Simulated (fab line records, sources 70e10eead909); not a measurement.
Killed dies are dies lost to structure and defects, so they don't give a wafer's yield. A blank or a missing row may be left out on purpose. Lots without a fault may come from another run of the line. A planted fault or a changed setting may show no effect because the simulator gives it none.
fab line records | flow nand_harc
record lots=6 wafers=18 last_day=33
route steps=1302 shown A_BLC@1120
lots that met no fault: from a run of the same line without faults
start_h: hours from the record's first day to the start of the lot's first wafer shown | wait_h: hours since the lot's step before | " the same as in the row above | L1.1+2: a row that stands for several wafers | - no value, or no start given | * or withheld: withheld | < > ~ a bound
route shown NAME@n: a module of which the file shows steps, and the number in the route of the first | usual: mean/standard deviation of fault-free wafers | same: alike in all rows | chamber/n: place in a boat | sites: the reading at each site | _std_site: their standard deviation | _edge_site: outer sites' mean less inner sites' | radius_mm: how far each site lies from the wafer's centre | mask NAME#n: copy n | behind: the tool/chamber that last shaped the wafer | hold: why the lot was held/for how many hours/how that ended | device: the transistor (n, p or np) that didn't switch | end of line: the same wafers' tests at the end of the route | a step without rows: its recipe alone | killed: dies lost to structure and defects at the first sort, not the wafer's yield | map: a wafer's dies, x killed, . not, _ none there
set.NAME: the setting as run; set.NAME@STEP: as run at that earlier step | model.NAME: the simulator's own value behind a step, which no gauge read
lots at some steps of the route; a table a step, a row a wafer
services: from which hour (start_h, from the record's first day; less than 0 if before it) a tool's chamber was out of use, for how many hours, and why
## steps
# step NHARC_A_BLC_DESCUM_15
# recipe time_s=3 o2_flow_sccm=200 ar_flow_sccm=0 bias_power_w=0 chemistry=O2
# step NHARC_A_BLC_ETCH_16
# recipe target_depth_a=390 over_etch_frac=0.3 time_s=65 ion_energy_ev=80 cf4_flow_sccm=150 ar_flow_sccm=0 rf_w=300 bias_w=100 chemistry=CF4
# usual drypump_motor_current_A=5.6/0.49 oes_product_au=1.001/0.0086 rf_vpp_V=150.6/1.1 showerhead_plenum_p_Torr=1.72/0.052 throttle_valve_pct=13.284/0.0084
# columns lot.wafer tool chamber start_h wait_h drypump_motor_current_A oes_product_au rf_hours_counter_h rf_vpp_V showerhead_plenum_p_Torr throttle_valve_pct
L530.3 rie_diel-09 1 517.25 0.1 5.7 0.985 1 150.7 1.74 13.285
L530.6 " 3 " " 6.6 1.005 - 150.8 1.76 13.272
L530.5 " 0 " " 5.8 0.994 - 152.2 1.73 13.275
L531.3 rie_diel-13 0 534.25 0.1 5.6 1.002 0 153.0 1.76 13.279
L531.1 " 1 " " 4.7 1.003 0 152.8 1.83 13.283
L531.6 " 0 " " 5.6 1.004 - 150.9 1.76 13.286
L537.1 rie_diel-07 0 604.27 0.1 5.3 1.023 7 149.5 1.67 13.299
L537.3 " 3 " " 5.0 1.001 7 150.2 1.67 13.288
L537.6 " 1 " " 6.4 1.007 - 150.7 1.69 13.277
L541.3 rie_diel-13 3 637.68 0.1 5.9 1.001 9 150.3 1.67 13.290
L541.4 " 1 " " 4.7 1.003 9 152.2 1.82 13.286
L541.5 " 2 " " 5.6 1.012 - 150.8 1.68 13.284
L548.3 rie_diel-07 2 700.56 0.1 5.7 0.999 3 151.0 1.75 13.285
L548.6 " 1 " " 6.3 0.999 - 149.0 1.68 13.288
L548.5 " 2 " " 5.7 1.009 - 151.5 1.75 13.286
L551.1 rie_diel-13 0 738.19 0.1 5.6 1.000 2 150.9 1.75 13.284
L551.2 " 2 " " 5.6 0.994 2 150.5 1.68 13.264
L551.3 " 3 " " 5.9 0.998 2 150.5 1.67 13.282
# step NHARC_A_BLC_ETCH_17
# recipe target_depth_a=3900 over_etch_frac=0.25 time_s=609.38 ion_energy_ev=200 n2_flow_sccm=150 h2_flow_sccm=150 ar_flow_sccm=0 rf_w=400 bias_w=150 chemistry=N2/H2
# usual drypump_motor_current_A=5.5/0.48 oes_product_au=1.002/0.008 rf_vpp_V=428.9/2.1 showerhead_plenum_p_Torr=1.98/0.069 throttle_valve_pct=14.171/0.0091
# columns lot.wafer tool chamber start_h wait_h drypump_motor_current_A oes_product_au rf_hours_counter_h rf_vpp_V showerhead_plenum_p_Torr throttle_valve_pct
L530.3 rie_diel-09 3 - - 6.6 0.991 2 430.7 2.03 14.174
L530.6 " 0 " " 5.8 1.007 - 428.7 1.99 14.152
L530.5 " 1 " " 5.7 0.990 - 430.9 2.01 14.173
L531.1 rie_diel-13 1 - - 4.8 1.006 0 431.8 2.11 14.151
L531.3 " 2 " " 5.6 1.006 0 426.8 1.93 14.168
L531.6 " 1 " " 4.7 1.006 - 432.2 2.11 14.190
L537.3 rie_diel-07 2 - - 5.7 0.994 6 430.3 2.01 14.172
L537.1 " 1 " " 6.4 1.017 6 426.2 1.93 14.157
L537.6 " 2 " " 5.7 0.985 - 430.7 2.01 14.173
L541.4 rie_diel-13 2 - - 5.6 1.016 9 427.0 1.93 14.170
L541.3 " 0 " " 5.7 1.012 10 429.0 2.02 14.170
L541.5 " 1 " " 4.8 0.989 - 433.8 2.11 14.179
L548.3 rie_diel-07 1 - - 6.4 0.986 3 426.5 1.93 14.182
L548.5 " 1 " " 6.4 0.995 - 428.4 1.93 14.176
L548.6 " 2 " " 5.7 0.999 - 430.1 2.01 14.167
L551.2 rie_diel-13 0 - - 5.7 1.005 2 429.5 2.02 14.166
L551.3 " 1 " " 4.8 1.002 2 432.4 2.11 14.163
L551.1 " 3 " " 5.9 0.997 2 428.3 1.92 14.170
# step NHARC_A_BLC_ETCH_18
# recipe target_depth_a=9100 c4f8_flow_sccm=20 o2_flow_sccm=10 ar_flow_sccm=withheld rf_w=600 bias_w=1500 chemistry=C4F8/O2/Ar
# usual oes_product_au=0.956/0.022 rf_vpp_V=975/4.5
# columns lot.wafer tool chamber start_h wait_h oes_product_au rf_hours_counter_h rf_vpp_V
L530.3 rie_diel-09 0 - - 0.979 2 976
L530.6 " 3 " " 0.983 - 977
L530.5 " 0 " " 0.984 - 976
L531.3 rie_diel-13 1 - - 0.974 1 982
L531.1 " 2 " " 0.990 0 971
L531.6 " 0 " " 0.971 - 977
L537.3 rie_diel-07 2 - - 0.911 6 977
L537.1 " 3 " " 0.930 8 971
L537.6 " 2 " " 0.923 - 976
L541.3 rie_diel-13 1 - - 0.922 10 983
L541.4 " 2 " " 0.934 9 970
L541.5 " 1 " " 0.927 - 983
L548.3 rie_diel-07 0 - - 0.967 3 970
L548.6 " 3 " " 0.974 - 970
L548.5 " 0 " " 0.980 - 970
L551.3 rie_diel-13 2 - - 0.974 2 970
L551.1 " 3 " " 0.965 2 969
L551.2 " 0 " " 0.968 2 976
# step NHARC_A_BLC_CD_MEAS_19
# usual cd_nm=99.5/2.7
# columns lot.wafer tool chamber start_h wait_h cd_nm
L530.3 cd_sem-02 - 518.13 - 105.3
L530.5 " - " " 102.5
L530.6 " - " " 102.3
L531.1 cd_sem-02 - 535.12 - 98.2
L531.3 " - " " 100.2
L531.6 " - " " 98.7
L537.1 cd_sem-02 - 605.14 - 100.3
L537.3 " - " " 102.5
L537.6 " - " " 102.4
L541.3 cd_sem-03 - 638.56 - 97.8
L541.4 " - " " 97.4
L541.5 " - " " 98.2
L548.3 cd_sem-02 - 701.44 - 102.9
L548.5 " - " " 101.6
L548.6 " - " " 102.5
L551.1 cd_sem-03 - 739.08 - 103.5
L551.2 " - " " 98.0
L551.3 " - " " 103.7
# step NHARC_A_BLC_STRIP_29
# recipe cf4_flow_sccm=150 ar_flow_sccm=0 bias_w=0 chemistry=CF4
# usual drypump_motor_current_A=5.6/0.49 oes_product_au=1.002/0.01 rf_vpp_V=59.1/0.87 showerhead_plenum_p_Torr=1.71/0.048 throttle_valve_pct=13.284/0.0088
# columns lot.wafer tool chamber start_h wait_h drypump_motor_current_A oes_product_au rf_hours_counter_h rf_vpp_V showerhead_plenum_p_Torr throttle_valve_pct
L530.3 rie_diel-13 3 518.22 0.1 5.9 0.986 14 57.7 1.68 13.300
L530.6 " 1 " " 4.8 1.001 - 59.1 1.83 13.278
L530.5 " 2 " " 5.6 0.995 - 58.3 1.68 13.274
L531.1 rie_diel-09 1 535.19 0.1 5.7 0.992 11 59.1 1.74 13.265
L531.3 " 2 " " 5.5 1.000 13 59.5 1.80 13.285
L531.6 " 1 " " 5.7 0.993 - 60.0 1.74 13.281
L537.1 rie_diel-07 2 605.24 0.1 5.7 0.988 6 58.2 1.75 13.289
L537.3 " 3 " " 5.0 0.999 8 60.7 1.67 13.286
L537.6 " 1 " " 6.3 1.011 - 60.5 1.69 13.280
L541.3 rie_diel-07 0 638.63 0.1 5.3 1.009 9 58.5 1.67 13.278
L541.4 " 2 " " 5.7 0.993 8 60.3 1.75 13.283
L541.5 " 0 " " 5.3 1.013 - 58.2 1.67 13.295
L548.3 rie_diel-07 3 701.51 0.1 5.0 0.997 3 58.8 1.67 13.285
L548.5 " 3 " " 5.0 0.989 - 59.0 1.67 13.269
L548.6 " 0 " " 5.4 1.008 - 58.0 1.67 13.274
L551.3 rie_diel-09 1 739.15 0.1 5.7 0.996 17 58.5 1.72 13.278
L551.2 " 2 " " 5.5 0.987 17 59.2 1.78 13.296
L551.1 " 0 " " 5.7 0.978 14 59.0 1.72 13.288
# step NHARC_A_BLC_STRIP_21
# recipe o2_flow_sccm=500 ar_flow_sccm=0 bias_w=0 chemistry=O2
# step NHARC_A_BLC_STRIP_22
# recipe time_s=600 temp_c=30 chemistry=post_etch_residue_remover
# step NHARC_A_BLC_DEGAS_30
# recipe temp_c=300 time_s=60
# step NHARC_A_BLC_PRE_CLEAN_31
# recipe time_s=15 bias_v=250 gas=Ar
# step NHARC_A_BLC_PVD_32
# recipe target_thk_a=50 chamber_pressure_pa=5 power_w=5000 substrate_temp_c=200 time_s=17.7 material=Ti
# usual cathode_dc_power_W=5000.0/0.99 throttle_valve_pct=29.9/0.77
# columns lot.wafer tool chamber start_h wait_h cathode_dc_power_W throttle_valve_pct
L530.3 pvd_sputter-03 - - - 4998.8 29.2
L530.6 " - " " 5000.0 29.1
L530.5 " - " " 5000.1 29.4
L531.1 pvd_sputter-01 - - - 5000.4 29.8
L531.3 " - " " 5001.9 30.3
L531.6 " - " " 5000.8 29.8
L537.1 pvd_sputter-02 - - - 4999.6 31.4
L537.3 " - " " 5000.1 30.4
L537.6 " - " " 4999.7 29.2
L541.4 pvd_sputter-03 - - - 5000.3 30.7
L541.3 " - " " 5000.6 28.7
L541.5 " - " " 4999.4 31.0
L548.3 pvd_sputter-01 - - - 4998.2 29.7
L548.6 " - " " 4999.5 29.5
L548.5 " - " " 5001.1 30.0
L551.1 pvd_sputter-03 - - - 4998.4 30.2
L551.3 " - " " 4999.4 29.4
L551.2 " - " " 4998.4 28.1
# step NHARC_A_BLC_ALD_23
# recipe target_thk_a=30 pulse_time_s=1 ald_cycles=150 temp_c=450 material=TiN
# step NHARC_A_BLC_CVD_24
# recipe target_thk_a=1500 temp_c=300 pressure_torr=40 wf6_flow_sccm=40 h2_flow_sccm=1600 ar_flow_sccm=1560 time_s=434 material=W
# usual heater_power_w=481/26 throttle_valve_pct=8.04/0.29
# columns lot.wafer tool chamber start_h wait_h heater_power_w since_wet_clean_h throttle_valve_pct
L530.3 cvd_w-02 0 519.39 - 457 - 7.84
L530.6 " 1 " " 453 - 8.42
L530.5 " 0 " " 459 - 8.45
L531.1 cvd_w-02 1 536.24 - 458 73 8.39
L531.3 " 1 " " 468 - 8.63
L531.6 " 0 " " 469 - 8.44
L537.1 cvd_w-02 1 606.26 - 470 143 8.42
L537.3 " 0 " " 455 - 8.29
L537.6 " 1 " " 466 - 8.16
L541.4 cvd_w-01 0 639.75 - 514 - 7.67
L541.3 " 1 " " 499 - 7.63
L541.5 " 0 " " 520 - 7.77
L541.4 cvd_w-01 0 640.44 0.6 525 - 7.65
L541.3 " 1 " " 498 - 7.81
L541.5 " 0 " " 525 - 7.88
L548.3 cvd_w-01 0 702.73 - 514 - 7.73
L548.5 " 0 " " 516 - 7.73
L548.6 " 1 " " 488 - 7.88
L548.3 cvd_w-01 0 703.42 0.6 523 - 7.97
L548.5 " 0 " " 516 - 7.77
L548.6 " 1 " " 509 - 7.92
L551.1 cvd_w-02 1 740.17 - 465 96 8.24
L551.2 " 0 " " 451 96 8.41
L551.3 " 0 " " 448 - 8.24
# step NHARC_A_BLC_CMP_25
# recipe t_overpolish_s=30 target_thk_nm=150
# usual edge_zone_pressure_frac=1.000/0.0046 motor_current_A=12.1/0.85 overpolish_run_s=30.001/0.0085 slurry_flow_ml_min=150.0/0.48 time_to_endpoint_s=30.7/2.8
# columns lot.wafer tool chamber start_h wait_h edge_zone_pressure_frac motor_current_A overpolish_run_s slurry_flow_ml_min time_to_endpoint_s
L530.3 cmp-02 0 519.73 0.3 1.000 13.2 30.002 150.2 35.7
L530.5 " 3 " " 0.996 13.1 29.995 150.2 31.8
L530.6 " 0 " " 0.996 13.1 29.991 150.1 36.5
L531.3 cmp-01 3 536.72 0.3 0.999 12.2 30.000 150.2 27.4
L531.1 " 0 " " 0.997 12.5 29.990 149.9 30.3
L531.6 " 3 " " 1.002 11.9 29.985 150.6 26.6
L537.3 cmp-01 3 606.73 0.3 1.005 11.5 30.005 150.0 29.1
L537.1 " 1 " " 1.005 11.4 30.005 150.8 31.3
L537.6 " 3 " " 1.000 11.6 30.005 150.3 26.2
L541.3 cmp-02 1 640.93 0.3 1.002 11.6 29.998 150.8 62.5
L541.4 " 2 " " 0.997 11.8 30.024 150.2 62.8
L541.5 " 0 " " 0.999 13.4 29.991 149.3 62.6
L548.3 cmp-03 3 703.94 0.4 1.001 11.2 30.006 149.7 63.4
L548.6 " 0 " " 1.001 12.0 29.994 149.8 63.2
L548.5 " 1 " " 1.003 10.9 29.999 150.4 60.8
L551.2 cmp-02 3 740.70 0.4 1.000 13.6 30.006 148.9 26.5
L551.1 " 0 " " 0.996 14.0 29.994 149.4 30.5
L551.3 " 2 " " 1.003 12.5 29.991 149.9 30.7
## services
# columns tool chamber start_h hours kind
rie_diel-09 - 499.68 9.0 pm
rie_diel-13 - 519.00 9.0 pm
cmp-02 - 526.72 4.0 pm
pvd_sputter-03 - 532.20 10.0 pm
cmp-02 - 536.40 1.9 repair
rie_diel-13 - 544.72 0.5 repair
cmp-02 - 546.22 0.2 repair
cvd_w-01 - 547.40 13.0 pm
cmp-02 - 579.30 1.3 repair
cvd_w-02 - 583.97 0.3 repair
rie_diel-09 2 621.70 23.6 repair
cmp-02 - 624.72 4.0 pm
cvd_w-02 - 631.00 13.0 pm
rie_diel-07 - 648.20 9.0 pm
rie_diel-13 0 667.42 14.2 repair
rie_diel-07 - 672.13 0.4 repair
rie_diel-09 - 676.68 9.0 pm
rie_diel-07 - 682.65 4.9 repair
rie_diel-09 - 690.47 0.7 repair
rie_diel-13 - 696.00 9.0 pm
rie_diel-13 1 707.19 4.1 repair
rie_diel-07 2 713.22 3.2 repair
rie_diel-09 - 717.73 0.8 repair
cvd_w-01 - 728.40 13.0 pm
## key
first_sign step=NHARC_A_BLC_CVD_24 reading=visit direction=added
effect step=NHARC_A_BLC_CMP_25 reading=time_to_endpoint_s direction=up sigmas=11 usual=* struck=*
met_at NHARC_A_BLC_CVD_24
struck_wafers L541.3,L541.4,L541.5,L548.3,L548.5,L548.6
sort_left_out L541.3,L541.4,L541.5,L548.3,L548.5,L548.6
tester_left_out L541,L548
fault kind=repeated_step_whole tool=cvd_w-01,cvd_w-02 chamber=- onset_h=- steps=NHARC_A_BLC_CVD_24 times=1 scope=struck_lots_only
# tester_left_out: of these lots the tester's yield and bins aren't shown, on N5 and GAA mostly nor the transistor test; their killed dies are dies lost to structure and defects alone, not to doping, threshold or leakage, so they don't give the yield
# sort_left_out: the simulated sort isn't trusted on such a fault, so these wafers' sort isn't shown, and their yield isn't known
